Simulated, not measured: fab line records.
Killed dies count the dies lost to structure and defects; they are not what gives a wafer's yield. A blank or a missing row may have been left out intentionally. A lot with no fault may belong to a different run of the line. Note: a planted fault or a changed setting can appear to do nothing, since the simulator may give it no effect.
A struck lot beside a sound one -- flow nand_harc -- 21 out of 1159 route steps
Sound: the wafers L276.1, L276.3, L276.6. Struck: wafer L290.2. (L290.4 of the same lot was not struck and is left out.) The cause comes at the end.
Each step with rows lists, per side, the tool, then ch with its chambers, then its first start. Under that, the readings that differ: sound wafers -- struck wafers -- difference of the means -- sigmas: that difference in standard deviations of wafers without a fault.
alike: readings with means less than 2 such deviations apart, plus words and numbers identical on both sides. not compared: withheld readings, readings lacking a value on some wafer, bounds such as >300 that could conceal the same value, and numbers that have no deviation in the record and whose values overlap.
A row with sigmas, a row that says differs or no value, or rows on one side alone: a step with any of these is where the two part. Non-overlapping numbers with no deviation appear without sigmas and do not part them. A reading that every wafer of one side lacks parts them only if that side has two wafers or more.

NHARC_A_BLC_CMP_25: polishes, t overpolish 30 s, target thk 150 nm.
  sound on cmp-03 ch 0,1,3, day 17 15:32; struck on cmp-04 ch 3, day 20 16:36
reading,sound,struck,difference,sigmas
motor_current_A (A),13.3 12.5 13.2,10.7,-2.3,-2
  alike: overpolish_run_s, time_to_endpoint_s
following that, these wafers have no rows for 1 step: NHARC_A_BLC_SRD_27.
NHARC_A_BLC_INSPECT_28:
  sound on defect_inspect-02 at day 17 15:55; struck on defect_inspect-02 at day 20 17:01
  alike: raw_defect_count
then, 8 steps without rows for these wafers: NHARC_A_M0_DEP_00 (deposits SiOC, target thk 150 nm); NHARC_A_M0_DEHYDRATE_01 (time 120 s); NHARC_A_M0_HMDS_02 (time 30 s); NHARC_A_M0_COAT_33 (time 65 s); NHARC_A_M0_COAT_03 (resist thk 90 nm); NHARC_A_M0_SOFTBAKE_04 (time 55 s); NHARC_A_M0_EBR_05; NHARC_A_M0_EXPOSE_06 (exposes mask A M0, target cd 80 nm).
NHARC_A_M0_PEB_07: peb time 65 s.
  sound on litho_track-04 ch 0, day 17 16:44; struck on litho_track-04 ch 0, day 20 17:50
  alike: exhaust_pa
then, 1 step without rows for these wafers: NHARC_A_M0_DEVELOP_08 (develop time 35 s).
NHARC_A_M0_CD_MEAS_09 targets a cd of 80 nm.
  sound on cd_sem-01 ch 0, day 17 16:49; struck on cd_sem-03 ch 0, day 20 17:55
reading,sound,struck,difference,sigmas
cd_nm (nm),79.9 79.7 79.2,89.0,+9.4,+14
NHARC_A_M0_OVL_MEAS_10: pitch 160 nm.
  sound on overlay-01 at day 17 16:55; struck on overlay-01 at day 20 18:01
  alike: overlay_x_nm, overlay_y_nm
NHARC_A_M0_INSPECT_11:
  sound on defect_inspect-02 at day 17 16:56; struck on defect_inspect-01 at day 20 18:02
  alike: raw_defect_count
NHARC_A_M0_DESCUM_14: chemistry O2, time 3 s.
  sound on rie_diel-01 ch 0,2,3, day 17 17:01; struck on rie_diel-07 ch 3, day 20 18:06
reading,sound,struck,difference,sigmas
drypump_motor_current_A (A),5.0 5.3 5.7,6.6,+1.3,+2
model.A_M0.cd_nm (nm),79.59 80.43 79.9,88.6,+8.6,
  alike: oes_product_au, rf_vpp_V, showerhead_plenum_p_Torr, throttle_valve_pct
  not compared: rf_hours_counter_h
NHARC_A_M0_ETCH_34: etches the open film in N2/H2, target depth 40 nm, overetch 12 nm, time 43.94 s.
  sound on rie_diel-01 ch 1,2, day 17 17:05; struck on rie_diel-07 ch 0, day 20 18:11
  alike: bias_w, drypump_motor_current_A, oes_product_au, rf_vpp_V, showerhead_plenum_p_Torr, throttle_valve_pct
  not compared: rf_hours_counter_h
NHARC_A_M0_ETCH_15: etches the open film in C4F8/Ar, target depth 150 nm, overetch 15 nm, time 82.5 s.
  sound: rie_diel-01 ch 0,2,3; struck: rie_diel-07 ch 3
reading,sound,struck,difference,sigmas
model.A_M0.cd_nm (nm),78.73 80.59 79.32,88.2,+8.7,
  alike: bias_w, oes_product_au, rf_vpp_V
  not compared: rf_hours_counter_h
NHARC_A_M0_CD_MEAS_16:
  sound on cd_sem-03 at day 17 17:18; struck on cd_sem-02 at day 20 18:25
reading,sound,struck,difference,sigmas
cd_nm (nm),78.8 80.7 79.5,88.2,+8.5,+10
NHARC_A_M0_STRIP_18: strips in N2/H2.
  sound on rie_diel-11 ch 0,1,3, day 17 17:23; struck on rie_diel-11 ch 2, day 20 18:29
  alike: drypump_motor_current_A, oes_product_au, rf_vpp_V, showerhead_plenum_p_Torr, throttle_valve_pct
  not compared: rf_hours_counter_h

## WHERE THEY PART
At NHARC_A_BLC_CMP_25 first; at NHARC_A_M0_CD_MEAS_16 last (within this record only). Later steps at which nothing parts them and some readings are alike: NHARC_A_M0_STRIP_18.

WHY: what the simulator had put in
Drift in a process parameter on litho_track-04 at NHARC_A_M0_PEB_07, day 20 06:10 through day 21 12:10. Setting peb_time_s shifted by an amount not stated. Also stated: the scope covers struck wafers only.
